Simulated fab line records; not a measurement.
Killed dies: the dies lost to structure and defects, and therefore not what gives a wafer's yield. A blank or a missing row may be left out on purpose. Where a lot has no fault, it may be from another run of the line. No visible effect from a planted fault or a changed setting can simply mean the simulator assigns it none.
fab line records + flow n5Finfet + part 1 of 2: steps 1 to 4 of 6
[record]
- lots = 22
- wafers = 66
- lastDay = 18
route steps=1938 shown FIN_CUT@173 STI_FIN_REVEAL@191 DUMMY_GATE@233
lots that met no fault: taken from a fault-free run of the same line
startH: start of the lot's first displayed wafer, in hours after the record's first day + waitH: hours elapsed since this lot's preceding step + " unchanged from the row above + L1.1+2: a single row standing in for several wafers + - no value, or no start given + * or withheld: withheld + < > ~ a bound
route shown NAME@n: a module of which the file shows steps, and the number in the route of the first + usual: the fault-free wafers' mean and standard deviation + same: alike in all rows + chamber/n: place in a boat + sites: the reading at each site + _std_site: the standard deviation of these + _edge_site: mean of outer sites minus mean of inner sites + radiusMm: for every site, how far away it sits from the centre of the wafer + mask NAME#n: copy n + behind: tool/chamber where the wafer was last shaped + hold: reason for holding the lot/hours on hold/outcome of the hold + device: the transistor (n, p or np) that didn't switch + end of line: the route-end tests of the same wafers + where a step has no rows: the recipe by itself + killed: at the first sort, the dies lost to defects and structure; wafer yield is something else + map: the dies of a wafer, with x for killed, . for not killed, _ for no die there
set.NAME: the run value of the setting; set.NAME@STEP: its run value at that earlier step + model.NAME: the simulator's own value behind a step, which no gauge read
a sample of lots followed through the steps of the route, with each step as a table and each wafer as a row
services: from which hour (startH, from the record's first day; less than 0 if before it) a tool's chamber was out of use, for how many hours, and why
[[steps]]
[step N5_FIN_CUT_CUT_ETCH_26]
[recipe]
- chemistry = CH3F/O2
- target = SiNx
- targetDepthA = 390
- maskMaterial = SOC
- timeS = 55.7
- pressureMtorr = 30
- sourceW = 395
- biasW = 73
- Ar_flow_sccm = 150
- CH3F_flow_sccm = 30
- O2_flow_sccm = 20
- ionEnergyEv = 120
[usual]
- drypumpMotorCurrentA = 5.9/0.44
- oes_o_777_au = 0.77/0.064
- oesProductAu = 0.77/0.067
- rfVppV = 297/5
- showerheadPlenumPTorr = 2.02/0.081
- throttleValvePct = 16.35/0.24
| lot.wafer | tool       | chamber | startH | waitH | drypumpMotorCurrentA | oes_o_777_au | oesProductAu | rfHoursCounterH | rfVppV | showerheadPlenumPTorr | throttleValvePct |
|-----------|------------|---------|--------|-------|----------------------|--------------|--------------|-----------------|--------|-----------------------|------------------|
| L074.3    | rieDiel-06 | 3       | 26.98  | 0.0   | 6.3                  | 0.84         | 0.85         | 45              | 293    | 2.04                  | 16.27            |
| L074.4    | "          | 0       | "      | "     | 4.9                  | 0.71         | 0.71         | -               | 294    | 1.91                  | 16.91            |
| L074.5    | "          | 2       | "      | "     | 6.3                  | 0.75         | 0.75         | -               | 298    | 2.00                  | 16.22            |
| L075.2    | rieDiel-01 | 3       | 34.45  | 0.0   | 5.7                  | 0.75         | 0.75         | 154             | 295    | 2.08                  | 16.25            |
| L075.5    | "          | 3       | "      | "     | 5.8                  | 0.75         | 0.74         | -               | 296    | 2.08                  | 16.24            |
| L075.6    | "          | 0       | "      | "     | 5.5                  | 0.89         | 0.89         | -               | 296    | 2.13                  | 16.35            |
| L076.1    | rieDiel-06 | 0       | 39.96  | 0.0   | 4.9                  | 0.71         | 0.71         | 207             | 296    | 1.91                  | 16.90            |
| L076.4    | "          | 2       | "      | "     | 6.4                  | 0.74         | 0.74         | -               | 298    | 2.00                  | 16.23            |
| L076.6    | "          | 0       | "      | "     | 4.9                  | 0.71         | 0.71         | -               | 294    | 1.91                  | 16.91            |
| L077.3    | rieDiel-01 | 3       | 45.53  | 0.0   | 5.7                  | 0.75         | 0.75         | 158             | 296    | 2.08                  | 16.26            |
| L077.5    | "          | 1       | "      | "     | 6.3                  | 0.83         | 0.83         | -               | 305    | 2.10                  | 15.95            |
| L077.6    | "          | 0       | "      | "     | 5.5                  | 0.89         | 0.89         | -               | 296    | 2.13                  | 16.36            |
| L078.1    | rieDiel-01 | 2       | 51.08  | 0.0   | 6.3                  | 0.76         | 0.76         | 136             | 290    | 1.92                  | 16.18            |
| L078.2    | "          | 1       | "      | "     | 6.3                  | 0.83         | 0.82         | 114             | 307    | 2.10                  | 15.95            |
| L078.5    | "          | 3       | "      | "     | 5.7                  | 0.74         | 0.75         | -               | 295    | 2.08                  | 16.27            |
| L079.3    | rieDiel-06 | 2       | 56.71  | 0.0   | 6.4                  | 0.73         | 0.73         | 163             | 298    | 2.00                  | 16.26            |
| L079.4    | "          | 3       | "      | "     | 6.3                  | 0.83         | 0.84         | 52              | 295    | 2.04                  | 16.28            |
| L079.6    | "          | 3       | "      | "     | 6.3                  | 0.84         | 0.84         | -               | 296    | 2.04                  | 16.27            |
| L080.3    | rieDiel-05 | 1       | 63.33  | 0.0   | 6.1                  | 0.73         | 0.73         | 181             | 293    | 1.91                  | 16.09            |
| L080.4    | "          | 0       | "      | "     | 5.5                  | 0.77         | 0.79         | 100             | 304    | 1.93                  | 16.49            |
| L080.5    | "          | 1       | "      | "     | 6.1                  | 0.74         | 0.73         | -               | 294    | 1.91                  | 16.10            |
| L081.1    | rieDiel-05 | 1       | 69.22  | 0.0   | 6.1                  | 0.74         | 0.72         | 182             | 293    | 1.91                  | 16.08            |
| L081.5    | "          | 2       | "      | "     | 5.7                  | 0.69         | 0.70         | -               | 305    | 2.06                  | 16.54            |
| L081.6    | "          | 1       | "      | "     | 6.1                  | 0.73         | 0.72         | -               | 292    | 1.91                  | 16.11            |
| L083.2    | rieDiel-06 | 0       | 83.38  | 0.0   | 4.9                  | 0.70         | 0.70         | 219             | 294    | 1.90                  | 16.94            |
| L083.5    | "          | 1       | "      | "     | 5.8                  | 0.90         | 0.92         | -               | 298    | 2.06                  | 16.25            |
| L083.6    | "          | 0       | "      | "     | 4.9                  | 0.70         | 0.70         | -               | 294    | 1.90                  | 16.93            |
| L084.1    | rieDiel-05 | 1       | 87.73  | 0.0   | 6.1                  | 0.73         | 0.72         | 188             | 294    | 1.91                  | 16.11            |
| L084.3    | "          | 0       | "      | "     | 5.5                  | 0.77         | 0.77         | 106             | 305    | 1.93                  | 16.49            |
| L084.4    | "          | 3       | "      | "     | 5.8                  | 0.73         | 0.74         | 159             | 299    | 2.10                  | 16.52            |
| L086.1    | rieDiel-06 | 1       | 102.80 | 0.0   | 5.8                  | 0.88         | 0.91         | 17              | 298    | 2.06                  | 16.28            |
| L086.3    | "          | 3       | "      | "     | 6.3                  | 0.83         | 0.83         | 63              | 296    | 2.03                  | 16.30            |
| L086.5    | "          | 1       | "      | "     | 5.8                  | 0.90         | 0.91         | -               | 297    | 2.06                  | 16.29            |
| L087.1    | rieDiel-06 | 2       | 111.56 | 0.0   | 6.3                  | 0.72         | 0.73         | 179             | 299    | 1.99                  | 16.29            |
| L087.4    | "          | 3       | "      | "     | 6.3                  | 0.82         | 0.83         | 66              | 295    | 2.03                  | 16.30            |
| L087.5    | "          | 0       | "      | "     | 4.9                  | 0.69         | 0.69         | -               | 293    | 1.90                  | 16.95            |
| L088.1    | rieDiel-01 | 3       | 113.55 | 0.0   | 5.7                  | 0.72         | 0.73         | 177             | 294    | 2.08                  | 16.30            |
| L088.3    | "          | 1       | "      | "     | 6.3                  | 0.82         | 0.82         | 130             | 307    | 2.10                  | 15.99            |
| L088.4    | "          | 2       | "      | "     | 6.4                  | 0.75         | 0.74         | 153             | 292    | 1.92                  | 16.21            |
| L089.1    | rieDiel-01 | 2       | 117.98 | 0.0   | 6.3                  | 0.74         | 0.75         | 155             | 290    | 1.92                  | 16.19            |
| L089.4    | "          | 1       | "      | "     | 6.3                  | 0.80         | 0.81         | 132             | 308    | 2.10                  | 16.00            |
| L089.5    | "          | 2       | "      | "     | 6.3                  | 0.74         | 0.75         | -               | 292    | 1.92                  | 16.20            |
| L090.1    | rieDiel-01 | 2       | 124.89 | 0.0   | 6.4                  | 0.74         | 0.75         | 157             | 290    | 1.92                  | 16.22            |
| L090.2    | "          | 3       | "      | "     | 5.7                  | 0.72         | 0.72         | 182             | 294    | 2.07                  | 16.30            |
| L090.5    | "          | 0       | "      | "     | 5.6                  | 0.84         | 0.84         | -               | 296    | 2.12                  | 16.39            |
| L091.2    | rieDiel-05 | 0       | 130.05 | 0.0   | 5.5                  | 0.76         | 0.77         | 119             | 304    | 1.92                  | 16.51            |
| L091.3    | "          | 3       | "      | "     | 5.8                  | 0.73         | 0.73         | 171             | 297    | 2.09                  | 16.55            |
| L091.6    | "          | 1       | "      | "     | 6.1                  | 0.72         | 0.71         | -               | 294    | 1.91                  | 16.13            |
| L092.2    | rieDiel-01 | 1       | 137.18 | 0.0   | 6.3                  | 0.80         | 0.80         | 139             | 307    | 2.10                  | 16.00            |
| L092.3    | "          | 2       | "      | "     | 6.4                  | 0.73         | 0.74         | 161             | 290    | 1.91                  | 16.22            |
| L092.4    | "          | 0       | "      | "     | 5.5                  | 0.84         | 0.84         | 58              | 293    | 2.12                  | 16.42            |
| L093.1    | rieDiel-01 | 1       | 142.17 | 0.0   | 6.3                  | 0.80         | 0.80         | 140             | 307    | 2.10                  | 16.01            |
| L093.3    | "          | 2       | "      | "     | 6.4                  | 0.74         | 0.74         | 163             | 291    | 1.91                  | 16.23            |
| L093.6    | "          | 0       | "      | "     | 5.5                  | 0.84         | 0.84         | -               | 297    | 2.12                  | 16.41            |
| L094.2    | rieDiel-01 | 1       | 147.13 | 0.0   | 6.3                  | 0.80         | 0.81         | 143             | 306    | 2.09                  | 16.01            |
| L094.3    | "          | 0       | "      | "     | 5.5                  | 0.83         | 0.85         | 62              | 296    | 2.12                  | 16.41            |
| L094.5    | "          | 0       | "      | "     | 5.5                  | 0.84         | 0.84         | -               | 295    | 2.12                  | 16.41            |
| L095.1    | rieDiel-06 | 2       | 153.67 | 0.0   | 6.3                  | 0.72         | 0.72         | 192             | 298    | 1.99                  | 16.31            |
| L095.3    | "          | 1       | "      | "     | 5.8                  | 0.85         | 0.87         | 33              | 298    | 2.05                  | 16.30            |
| L095.4    | "          | 0       | "      | "     | 4.9                  | 0.68         | 0.68         | 241             | 294    | 1.90                  | 16.98            |
| L096.1    | rieDiel-05 | 2       | 160.90 | 0.0   | 5.6                  | 0.67         | 0.68         | 232             | 306    | 2.05                  | 16.57            |
| L096.3    | "          | 1       | "      | "     | 6.1                  | 0.72         | 0.71         | 212             | 294    | 1.90                  | 16.13            |
| L096.5    | "          | 0       | "      | "     | 5.5                  | 0.75         | 0.76         | -               | 304    | 1.92                  | 16.54            |
| L097.1    | rieDiel-05 | 1       | 165.73 | 0.0   | 6.1                  | 0.71         | 0.70         | 214             | 293    | 1.90                  | 16.15            |
| L097.3    | "          | 2       | "      | "     | 5.6                  | 0.67         | 0.68         | 234             | 305    | 2.05                  | 16.57            |
| L097.5    | "          | 1       | "      | "     | 6.1                  | 0.72         | 0.70         | -               | 294    | 1.90                  | 16.16            |
[step N5_STI_FIN_REVEAL_STRIP_24]
[recipe]
- chemistry = N2/H2
- timeS = 90
- powerW = 100
- tempC = 40
- pressureMtorr = 100
- rfFrequencyHz = 6e+07
- biasPowerW = 3
- n2FlowSccm = 300
- h2FlowSccm = 300
[usual]
- drypumpMotorCurrentA = 5.7/0.43
- oesProductAu = 0.76/0.065
- rfVppV = 45.2/0.86
- showerheadPlenumPTorr = 3.36/0.12
- tempC = 40.01/0.12
- throttleValvePct = 12.24/0.27
| lot.wafer | tool       | chamber | startH | waitH | drypumpMotorCurrentA | oesProductAu | rfHoursCounterH | rfVppV | showerheadPlenumPTorr | tempC | throttleValvePct |
|-----------|------------|---------|--------|-------|----------------------|--------------|-----------------|--------|-----------------------|-------|------------------|
| L074.3    | rieDiel-03 | 1       | 33.55  | 0.0   | 5.3                  | 0.94         | 17              | 46.0   | 3.46                  | 39.78 | 11.76            |
| L074.4    | "          | 2       | "      | "     | 5.5                  | 0.87         | 46              | 45.1   | 3.41                  | 40.14 | 11.83            |
| L074.5    | "          | 3       | "      | "     | 5.7                  | 0.73         | -               | 45.1   | 3.20                  | 40.23 | 12.45            |
| L075.2    | rieDiel-02 | 1       | 41.54  | 0.0   | 6.2                  | 0.76         | 168             | 45.5   | 3.51                  | 40.22 | 12.23            |
| L075.5    | "          | 3       | "      | "     | 5.6                  | 0.78         | -               | 46.1   | 3.39                  | 40.02 | 12.15            |
| L075.6    | "          | 2       | "      | "     | 5.3                  | 0.75         | -               | 45.3   | 3.52                  | 39.86 | 12.65            |
| L076.1    | rieDiel-02 | 0       | 56.20  | 0.0   | 5.3                  | 0.76         | 164             | 45.6   | 3.21                  | 40.11 | 11.97            |
| L076.4    | "          | 2       | "      | "     | 5.2                  | 0.73         | 185             | 45.9   | 3.52                  | 39.94 | 12.63            |
| L076.6    | "          | 2       | "      | "     | 5.2                  | 0.74         | -               | 45.9   | 3.52                  | 40.01 | 12.63            |
| L077.3    | rieDiel-04 | 1       | 58.66  | 0.0   | 6.3                  | 0.69         | 209             | 44.8   | 3.34                  | 40.09 | 12.18            |
| L077.5    | "          | 1       | "      | "     | 6.3                  | 0.69         | -               | 47.4   | 3.34                  | 39.88 | 12.18            |
| L077.6    | "          | 3       | "      | "     | 6.4                  | 0.68         | -               | 45.8   | 3.45                  | 39.93 | 12.62            |
| L078.1    | rieDiel-02 | 1       | 64.63  | 0.0   | 6.3                  | 0.75         | 176             | 45.4   | 3.51                  | 40.09 | 12.24            |
| L078.2    | "          | 3       | "      | "     | 5.7                  | 0.77         | 133             | 45.3   | 3.38                  | 40.08 | 12.17            |
| L078.5    | "          | 0       | "      | "     | 5.3                  | 0.75         | -               | 46.3   | 3.21                  | 39.89 | 11.99            |
| L079.3    | rieDiel-03 | 1       | 65.54  | 0.0   | 5.3                  | 0.91         | 26              | 45.7   | 3.45                  | 39.91 | 11.78            |
| L079.4    | "          | 2       | "      | "     | 5.4                  | 0.85         | -               | 45.5   | 3.40                  | 40.19 | 11.83            |
| L079.6    | "          | 3       | "      | "     | 5.7                  | 0.73         | -               | 44.9   | 3.19                  | 39.85 | 12.45            |
| L080.3    | rieDiel-02 | 1       | 69.80  | 0.0   | 6.2                  | 0.75         | 177             | 46.1   | 3.51                  | 39.95 | 12.25            |
| L080.4    | "          | 2       | "      | "     | 5.2                  | 0.73         | 189             | 45.5   | 3.52                  | 39.99 | 12.66            |
| L080.5    | "          | 0       | "      | "     | 5.3                  | 0.75         | -               | 45.5   | 3.21                  | 40.09 | 11.99            |
| L081.1    | rieDiel-02 | 1       | 76.18  | 0.0   | 6.2                  | 0.74         | 180             | 46.0   | 3.50                  | 40.18 | 12.25            |
| L081.5    | "          | 0       | "      | "     | 5.3                  | 0.74         | -               | 44.8   | 3.21                  | 40.01 | 12.00            |
| L081.6    | "          | 3       | "      | "     | 5.6                  | 0.76         | -               | 46.2   | 3.38                  | 39.84 | 12.17            |
| L083.2    | rieDiel-03 | 0       | 90.93  | 0.0   | 5.6                  | 0.76         | 158             | 44.3   | 3.39                  | 39.97 | 12.24            |
| L083.5    | "          | 0       | "      | "     | 5.6                  | 0.75         | -               | 43.5   | 3.39                  | 40.07 | 12.24            |
| L083.6    | "          | 3       | "      | "     | 5.7                  | 0.71         | -               | 44.9   | 3.19                  | 39.91 | 12.47            |
| L084.1    | rieDiel-03 | 3       | 93.91  | 0.0   | 5.7                  | 0.71         | 227             | 44.4   | 3.19                  | 40.16 | 12.48            |
| L084.3    | "          | 2       | "      | "     | 5.4                  | 0.84         | 65              | 45.1   | 3.40                  | 40.14 | 11.85            |
| L084.4    | "          | 0       | "      | "     | 5.6                  | 0.75         | 159             | 46.2   | 3.39                  | 39.99 | 12.26            |
| L086.1    | rieDiel-04 | 2       | 111.47 | 0.0   | 5.6                  | 0.73         | 201             | 45.8   | 3.22                  | 39.98 | 12.34            |
| L086.3    | "          | 3       | "      | "     | 6.4                  | 0.95         | 10              | 45.5   | 3.45                  | 40.10 | 12.00            |
| L086.5    | "          | 3       | "      | "     | 6.4                  | 0.96         | -               | 44.8   | 3.45                  | 39.91 | 11.98            |
| L087.1    | rieDiel-02 | 2       | 118.05 | 0.0   | 5.2                  | 0.72         | 209             | 45.3   | 3.51                  | 40.06 | 12.70            |
| L087.4    | "          | 1       | "      | "     | 6.3                  | 0.73         | 195             | 47.0   | 3.50                  | 39.86 | 12.28            |
| L087.5    | "          | 1       | "      | "     | 6.2                  | 0.74         | -               | 44.7   | 3.50                  | 39.82 | 12.29            |
| L088.1    | rieDiel-03 | 2       | 120.34 | 0.0   | 5.4                  | 0.83         | 75              | 45.1   | 3.39                  | 39.93 | 11.88            |
| L088.3    | "          | 1       | "      | "     | 5.3                  | 0.88         | 47              | 44.5   | 3.44                  | 39.88 | 11.86            |
| L088.4    | "          | 3       | "      | "     | 5.7                  | 0.71         | 236             | 44.8   | 3.18                  | 39.99 | 12.50            |
| L089.1    | rieDiel-02 | 3       | 124.98 | 0.0   | 5.6                  | 0.75         | 156             | 45.3   | 3.37                  | 39.98 | 12.23            |
| L089.4    | "          | 0       | "      | "     | 5.3                  | 0.73         | 186             | 43.7   | 3.20                  | 40.02 | 12.04            |
| L089.5    | "          | 2       | "      | "     | 5.2                  | 0.72         | -               | 45.0   | 3.51                  | 40.04 | 12.70            |
| L090.1    | rieDiel-02 | 3       | 131.17 | 0.0   | 5.7                  | 0.75         | 158             | 46.5   | 3.37                  | 40.03 | 12.25            |
| L090.2    | "          | 0       | "      | "     | 5.3                  | 0.73         | 188             | 45.3   | 3.20                  | 40.08 | 12.04            |
| L090.5    | "          | 0       | "      | "     | 5.3                  | 0.73         | -               | 43.6   | 3.20                  | 40.11 | 12.04            |
| L091.2    | rieDiel-04 | 0       | 137.11 | 0.0   | 6.7                  | 0.69         | 239             | 45.2   | 3.22                  | 40.04 | 12.64            |
| L091.3    | "          | 3       | "      | "     | 6.4                  | 0.93         | 19              | 44.7   | 3.44                  | 40.00 | 12.01            |
| L091.6    | "          | 2       | "      | "     | 5.6                  | 0.72         | -               | 44.8   | 3.22                  | 40.18 | 12.37            |
| L092.2    | rieDiel-02 | 2       | 143.57 | 0.0   | 5.2                  | 0.71         | 219             | 46.6   | 3.50                  | 40.24 | 12.74            |
| L092.3    | "          | 1       | "      | "     | 6.2                  | 0.73         | 204             | 44.7   | 3.49                  | 39.90 | 12.32            |
| L092.4    | "          | 3       | "      | "     | 5.7                  | 0.75         | 162             | 45.0   | 3.37                  | 40.07 | 12.23            |
| L093.1    | rieDiel-03 | 3       | 149.74 | 0.0   | 5.7                  | 0.70         | 247             | 43.3   | 3.18                  | 40.06 | 12.55            |
| L093.3    | "          | 1       | "      | "     | 5.3                  | 0.86         | 60              | 46.2   | 3.43                  | 40.03 | 11.85            |
| L093.6    | "          | 2       | "      | "     | 5.5                  | 0.80         | -               | 46.6   | 3.39                  | 39.89 | 11.93            |
| L094.2    | rieDiel-04 | 2       | 153.31 | 0.0   | 5.6                  | 0.72         | 216             | 45.5   | 3.22                  | 39.98 | 12.38            |
| L094.3    | "          | 3       | "      | "     | 6.4                  | 0.92         | 25              | 44.1   | 3.44                  | 39.93 | 12.02            |
| L094.5    | "          | 3       | "      | "     | 6.4                  | 0.91         | -               | 47.7   | 3.44                  | 40.07 | 12.04            |
| L095.1    | rieDiel-03 | 1       | 160.58 | 0.0   | 5.3                  | 0.85         | 65              | 45.8   | 3.43                  | 40.06 | 11.89            |
| L095.3    | "          | 2       | "      | "     | 5.4                  | 0.81         | 92              | 45.4   | 3.38                  | 40.12 | 11.93            |
| L095.4    | "          | 0       | "      | "     | 5.6                  | 0.74         | -               | 45.0   | 3.37                  | 39.81 | 12.31            |
| L096.1    | rieDiel-02 | 0       | 168.46 | 0.0   | 5.3                  | 0.73         | 199             | 45.6   | 3.20                  | 40.10 | 12.07            |
| L096.3    | "          | 1       | "      | "     | 6.3                  | 0.72         | 211             | 44.5   | 3.49                  | 39.99 | 12.32            |
| L096.5    | "          | 3       | "      | "     | 5.6                  | 0.75         | -               | 45.5   | 3.36                  | 39.99 | 12.27            |
| L097.1    | rieDiel-02 | 0       | 172.20 | 0.0   | 5.3                  | 0.73         | 199             | 45.3   | 3.20                  | 39.93 | 12.07            |
| L097.3    | "          | 1       | "      | "     | 6.2                  | 0.72         | 211             | 45.0   | 3.49                  | 40.10 | 12.33            |
| L097.5    | "          | 0       | "      | "     | 5.3                  | 0.73         | -               | 44.5   | 3.20                  | 40.08 | 12.06            |
[step N5_STI_FIN_REVEAL_FIN_H_MEAS_10]
[usual]
- trenchDepthNm = 52.2/0.74
| lot.wafer | tool   | chamber | startH | waitH | trenchDepthNm |
|-----------|--------|---------|--------|-------|---------------|
| L074.3    | ocd-02 | -       | 36.47  | 0.0   | 52.3          |
| L074.4    | "      | -       | "      | "     | 52.7          |
| L074.5    | "      | -       | "      | "     | 51.6          |
| L075.2    | ocd-02 | -       | 44.47  | 0.0   | 51.8          |
| L075.5    | "      | -       | "      | "     | 52.9          |
| L075.6    | "      | -       | "      | "     | 52.1          |
| L076.1    | ocd-01 | -       | 59.14  | 0.0   | 51.9          |
| L076.4    | "      | -       | "      | "     | 51.7          |
| L076.6    | "      | -       | "      | "     | 52.3          |
| L077.3    | ocd-01 | -       | 61.59  | 0.0   | 52.5          |
| L077.5    | "      | -       | "      | "     | 52.1          |
| L077.6    | "      | -       | "      | "     | 51.0          |
| L078.1    | ocd-02 | -       | 67.57  | 0.0   | 53.1          |
| L078.2    | "      | -       | "      | "     | 53.5          |
| L078.5    | "      | -       | "      | "     | 52.7          |
| L079.3    | ocd-02 | -       | 68.65  | 0.0   | 52.8          |
| L079.4    | "      | -       | "      | "     | 52.8          |
| L079.6    | "      | -       | "      | "     | 51.3          |
| L080.3    | ocd-02 | -       | 72.75  | 0.0   | 51.9          |
| L080.4    | "      | -       | "      | "     | 51.4          |
| L080.5    | "      | -       | "      | "     | 51.9          |
| L081.1    | ocd-01 | -       | 79.10  | 0.0   | 52.8          |
| L081.5    | "      | -       | "      | "     | 52.7          |
| L081.6    | "      | -       | "      | "     | 54.1          |
| L083.2    | ocd-02 | -       | 93.86  | 0.0   | 51.8          |
| L083.5    | "      | -       | "      | "     | 51.8          |
| L083.6    | "      | -       | "      | "     | 50.7          |
| L084.1    | ocd-01 | -       | 96.84  | 0.0   | 51.2          |
| L084.3    | "      | -       | "      | "     | 52.1          |
| L084.4    | "      | -       | "      | "     | 52.4          |
| L086.1    | ocd-01 | -       | 114.45 | 0.0   | 50.6          |
| L086.3    | "      | -       | "      | "     | 51.6          |
| L086.5    | "      | -       | "      | "     | 51.4          |
| L087.1    | ocd-02 | -       | 120.96 | 0.0   | 51.8          |
| L087.4    | "      | -       | "      | "     | 52.2          |
| L087.5    | "      | -       | "      | "     | 51.7          |
| L088.1    | ocd-01 | -       | 123.25 | 0.0   | 53.1          |
| L088.3    | "      | -       | "      | "     | 52.8          |
| L088.4    | "      | -       | "      | "     | 51.9          |
| L089.1    | ocd-02 | -       | 127.89 | 0.0   | 53.0          |
| L089.4    | "      | -       | "      | "     | 52.3          |
| L089.5    | "      | -       | "      | "     | 51.5          |
| L090.1    | ocd-02 | -       | 134.41 | 0.0   | 52.1          |
| L090.2    | "      | -       | "      | "     | 51.5          |
| L090.5    | "      | -       | "      | "     | 52.2          |
| L091.2    | ocd-01 | -       | 140.06 | 0.0   | 52.7          |
| L091.3    | "      | -       | "      | "     | 53.0          |
| L091.6    | "      | -       | "      | "     | 52.2          |
| L092.2    | ocd-01 | -       | 146.49 | 0.0   | 52.4          |
| L092.3    | "      | -       | "      | "     | 51.1          |
| L092.4    | "      | -       | "      | "     | 52.0          |
| L093.1    | ocd-02 | -       | 152.67 | 0.0   | 51.7          |
| L093.3    | "      | -       | "      | "     | 51.5          |
| L093.6    | "      | -       | "      | "     | 52.4          |
| L094.2    | ocd-02 | -       | 156.28 | 0.0   | 51.9          |
| L094.3    | "      | -       | "      | "     | 52.4          |
| L094.5    | "      | -       | "      | "     | 52.1          |
| L095.1    | ocd-02 | -       | 163.51 | 0.0   | 51.1          |
| L095.3    | "      | -       | "      | "     | 50.8          |
| L095.4    | "      | -       | "      | "     | 51.5          |
| L096.1    | ocd-01 | -       | 171.37 | 0.0   | 52.4          |
| L096.3    | "      | -       | "      | "     | 52.3          |
| L096.5    | "      | -       | "      | "     | 52.9          |
| L097.1    | ocd-02 | -       | 175.12 | 0.0   | 52.5          |
| L097.3    | "      | -       | "      | "     | 52.6          |
| L097.5    | "      | -       | "      | "     | 51.9          |
[step N5_DUMMY_GATE_INSPECT_17]
[recipe]
- mode = adi
- inspectInstrument = brightfield
[usual]
- rawDefectCount = 189/49
| lot.wafer | tool             | chamber | startH | waitH | rawDefectCount |
|-----------|------------------|---------|--------|-------|----------------|
| L074.3    | defectInspect-01 | -       | 45.17  | 0.0   | 210            |
| L074.4    | "                | -       | "      | "     | 216            |
| L074.5    | "                | -       | "      | "     | 182            |
| L075.2    | defectInspect-02 | -       | 53.74  | 0.0   | 309            |
| L075.5    | "                | -       | "      | "     | 175            |
| L075.6    | "                | -       | "      | "     | 157            |
| L076.1    | defectInspect-02 | -       | 68.65  | 0.1   | 150            |
| L076.4    | "                | -       | "      | "     | 134            |
| L076.6    | "                | -       | "      | "     | 169            |
| L077.3    | defectInspect-02 | -       | 72.63  | 0.0   | 123            |
| L077.5    | "                | -       | "      | "     | 111            |
| L077.6    | "                | -       | "      | "     | 109            |
| L078.1    | defectInspect-02 | -       | 76.53  | 0.1   | 124            |
| L078.2    | "                | -       | "      | "     | 125            |
| L078.5    | "                | -       | "      | "     | 127            |
| L079.3    | defectInspect-01 | -       | 80.45  | 0.0   | 184            |
| L079.4    | "                | -       | "      | "     | 184            |
| L079.6    | "                | -       | "      | "     | 253            |
| L080.3    | defectInspect-01 | -       | 84.47  | 0.0   | 213            |
| L080.4    | "                | -       | "      | "     | 200            |
| L080.5    | "                | -       | "      | "     | 238            |
| L081.1    | defectInspect-01 | -       | 89.74  | 0.1   | 211            |
| L081.5    | "                | -       | "      | "     | 160            |
| L081.6    | "                | -       | "      | "     | 297            |
| L083.2    | defectInspect-01 | -       | 103.55 | 0.0   | 88             |
| L083.5    | "                | -       | "      | "     | 217            |
| L083.6    | "                | -       | "      | "     | 149            |
| L084.1    | defectInspect-01 | -       | 106.75 | 0.1   | 196            |
| L084.3    | "                | -       | "      | "     | 202            |
| L084.4    | "                | -       | "      | "     | 157            |
| L086.1    | defectInspect-02 | -       | 125.24 | 0.1   | 206            |
| L086.3    | "                | -       | "      | "     | 255            |
| L086.5    | "                | -       | "      | "     | 202            |
| L087.1    | defectInspect-02 | -       | 130.24 | 0.1   | 151            |
| L087.4    | "                | -       | "      | "     | 160            |
| L087.5    | "                | -       | "      | "     | 121            |
| L088.1    | defectInspect-02 | -       | 136.34 | 0.1   | 167            |
| L088.3    | "                | -       | "      | "     | 240            |
| L088.4    | "                | -       | "      | "     | 273            |
| L089.1    | defectInspect-02 | -       | 140.23 | 0.1   | 231            |
| L089.4    | "                | -       | "      | "     | 188            |
| L089.5    | "                | -       | "      | "     | 209            |
| L090.1    | defectInspect-01 | -       | 148.74 | 0.1   | 210            |
| L090.2    | "                | -       | "      | "     | 295            |
| L090.5    | "                | -       | "      | "     | 218            |
| L091.2    | defectInspect-02 | -       | 155.71 | 0.0   | 209            |
| L091.3    | "                | -       | "      | "     | 154            |
| L091.6    | "                | -       | "      | "     | 165            |
| L092.2    | defectInspect-02 | -       | 156.59 | 0.0   | 115            |
| L092.3    | "                | -       | "      | "     | 132            |
| L092.4    | "                | -       | "      | "     | 195            |
| L093.1    | defectInspect-02 | -       | 163.61 | 0.1   | 142            |
| L093.3    | "                | -       | "      | "     | 214            |
| L093.6    | "                | -       | "      | "     | 151            |
| L094.2    | defectInspect-01 | -       | 164.94 | 0.0   | 240            |
| L094.3    | "                | -       | "      | "     | 180            |
| L094.5    | "                | -       | "      | "     | 273            |
| L095.1    | defectInspect-02 | -       | 172.40 | 0.1   | 220            |
| L095.3    | "                | -       | "      | "     | 261            |
| L095.4    | "                | -       | "      | "     | 194            |
| L096.1    | defectInspect-01 | -       | 181.99 | 0.1   | 199            |
| L096.3    | "                | -       | "      | "     | 119            |
| L096.5    | "                | -       | "      | "     | 174            |
| L097.1    | defectInspect-02 | -       | 183.91 | 0.1   | 141            |
| L097.3    | "                | -       | "      | "     | 127            |
| L097.5    | "                | -       | "      | "     | 156            |
